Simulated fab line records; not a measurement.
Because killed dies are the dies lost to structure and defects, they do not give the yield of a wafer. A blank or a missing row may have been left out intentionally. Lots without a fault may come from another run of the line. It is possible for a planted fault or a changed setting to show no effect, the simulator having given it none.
Comparing a struck lot with a sound one -- flow nand-harc -- 15 steps out of a route of 1302
Sound: the wafers L193.4, L193.5, L193.6. Wafers L181.1, L181.4, L181.6 were the ones struck. The cause is named last.
Each step with rows lists, per side, the tool, then ch with its chambers, then its first start. Under that, the readings that differ: sound wafers -- struck wafers -- difference of the means -- sigmas: that difference in standard deviations of wafers without a fault.
alike: same words and numbers on both sides, and readings whose means sit less than 2 such deviations apart. not compared: any withheld reading, any reading some wafer has no value for, any bound like >300 that may hide the same value, and any number with overlapping values for which the record gives no deviation.
Wherever a step has rows on one side only, a row that says differs or no value, or a row with sigmas, the two part there. Non-overlapping numbers with no deviation appear without sigmas and do not part them. Lack of a reading on every wafer of one side parts them only where that side has two or more wafers.

first, 3 steps without rows for these wafers: NHARC_A_CONTACT_EXPOSE_66 (exposes mask A CC 2); NHARC_A_CONTACT_PEB_67 (peb time 65 s); NHARC_A_CONTACT_DEVELOP_68 (develop time 35 s).
NHARC_A_CONTACT_CD_MEAS_69: the cd target is 300 nm.
  sound on cd-sem-02 ch 0, day 27 09:29; struck on cd-sem-01 ch 0, day 22 19:26
  alike: cd-nm
NHARC_A_CONTACT_OVL_MEAS_70:
  struck on overlay-01, day 22 19:31; sound on overlay-02, day 27 09:34
  alike: overlay-x-nm, overlay-y-nm
NHARC_A_CONTACT_INSPECT_71:
  struck on defect-inspect-02, day 22 19:33; sound on defect-inspect-01, day 27 09:36
  alike: raw-defect-count
NHARC_A_CONTACT_DESCUM_74: chemistry O2, time 3 s.
  sound on rie-diel-03 ch 1,2,3, day 27 09:40; struck on rie-diel-09 ch 0,2,3, day 22 19:38
  alike: drypump-motor-current-A, oes-product-au, rf-vpp-V, showerhead-plenum-p-Torr, throttle-valve-pct
  not compared: rf-hours-counter-h
then, 1 step without rows for these wafers: NHARC_A_CONTACT_ETCH_75 (etches the open film in CF4, target depth 39 nm, time 65 s).
NHARC_A_CONTACT_ETCH_76: etches the open film in N2/H2, target depth 260 nm, time 475.3 s.
  sound on rie-diel-03 ch 0,3; struck on rie-diel-09 ch 1,2
  alike: bias-w, chamber-pressure-mTorr, drypump-motor-current-A, oes-product-au, rf-vpp-V, showerhead-plenum-p-Torr, throttle-valve-pct
  not compared: rf-hours-counter-h
NHARC_A_CONTACT_ETCH_77: etches the open film in CF4/CHF3, target depth 108.9 nm, time 54.5 s.
  sound on rie-diel-03 ch 1,2; struck on rie-diel-09 ch 0,1,2
  alike: bias-w, cf4-flow-sccm, drypump-motor-current-A, oes-product-au, rf-vpp-V, showerhead-plenum-p-Torr, throttle-valve-pct
  not compared: rf-hours-counter-h
NHARC_A_CONTACT_ETCH_78: etches the open film in O2/COS, target depth 5300 nm, time 1378 s.
  sound on rie-diel-03 ch 0,1,3; struck on rie-diel-09 ch 0,3
  alike: bias-w, chamber-pressure-mTorr, drypump-motor-current-A, oes-product-au, rf-vpp-V, showerhead-plenum-p-Torr, throttle-valve-pct
  not compared: rf-hours-counter-h
NHARC_A_CONTACT_ETCH_124: etches the open film in C4F8/O2/Ar, time 140 s, target depth 700 nm.
  sound on har-cap-etch-03 ch 0,1, day 27 11:17; struck on har-cap-etch-02 ch 0,1, day 22 21:11
  alike: chamber-pressure-mTorr, oes-air-line-au
  not compared: rf-hours-counter-h
NHARC_A_CONTACT_ETCH_125: etches the open film in C4F8/O2/Ar, time 197 s, target depth 1918 nm.
  sound on har-cap-etch-03 ch 0,1, day 27 11:29; struck on har-cap-etch-02 ch 0,1, day 22 21:23
  no value came back on the struck wafers for chamber-pressure-mTorr (mTorr), oes-air-line-au (a.u.); on the sound wafers chamber-pressure-mTorr (mTorr) reads 20.020 19.994 20.034
  not compared: rf-hours-counter-h
then, 1 step without rows for these wafers: NHARC_A_CONTACT_ETCH_126 (etches the open film in C4F8/O2/Ar, time 197 s, target depth 1918 nm).
-- record jumps: 3 days between struck wafers' starts before vs after; left off in module A_CONTACT, resumes in module END, first step shown is number 1302 of the route --
NHARC_END_SORT_01:
  at this point the record logs the struck wafers (prober-01 ch 0, day 26 01:29) and has no rows for the sound ones

## WHERE THEY PART
First at NHARC_A_CONTACT_ETCH_125; last, within this record, at NHARC_END_SORT_01.

WHY: what the simulator had put in
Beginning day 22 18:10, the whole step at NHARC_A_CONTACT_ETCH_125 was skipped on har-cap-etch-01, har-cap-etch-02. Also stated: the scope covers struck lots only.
